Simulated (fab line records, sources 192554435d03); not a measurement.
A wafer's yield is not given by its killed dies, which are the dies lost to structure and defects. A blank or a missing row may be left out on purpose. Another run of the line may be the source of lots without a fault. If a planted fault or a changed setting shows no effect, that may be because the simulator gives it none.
Matching of chambers | flow n5Finfet | 4 sister chambers for N5_BEOL_M0_SAQP_STRIP_75 on rieDiel-04
The step strips in CF4. 4 wafers are shown with their chamber, then 10 later ones without.

WAFERS, EACH WITH ITS CHAMBER
wafer  | chamber | drypumpMotorCurrentA (A)
L082.1 | 0       | 6.6
L082.6 | 3       | 5.4
L087.1 | 1       | 6.6
L087.3 | 2       | 5.6

WAFERS WITHOUT THEIR CHAMBER
wafer  | drypumpMotorCurrentA (A)
L087.4 | 6.6
L090.1 | 5.4
L090.3 | 6.5
L090.6 | 6.6
L091.2 | 6.5
L091.4 | 5.6
L091.5 | 5.6
L095.3 | 5.4
L095.5 | 5.6
L095.6 | 5.4

WHICH CHAMBER EACH WENT THROUGH
wafer  | from the rows above     | in truth
L087.4 | can't be placed: 0 or 1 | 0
L090.1 | 3                       | 3
L090.3 | can't be placed: 0 or 1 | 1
L090.6 | can't be placed: 0 or 1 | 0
L091.2 | can't be placed: 0 or 1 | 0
L091.4 | 2                       | 2
L091.5 | 2                       | 2
L095.3 | 3                       | 3
L095.5 | 2                       | 2
L095.6 | 3                       | 3
Correct placement for 6 of the 10. From these rows, 4 cannot be placed; in 4 the true chamber is one of the candidates. Placed wrongly: 0.
How it was worked out, from the rows above alone: a wafer's distance from a chamber is the root of the sum, over the readings, of the square of ((its reading less the chamber's mean) divided by the reading's scatter). The wafer belongs to the nearest chamber; if the next one is less than 2 further off, it can't be placed. For every chamber, the mean is computed from those of its wafers that are shown. The scatter (one wafer shown for each chamber): square how far every hidden wafer sits from the nearest shown wafer, average those squares and take the square root.
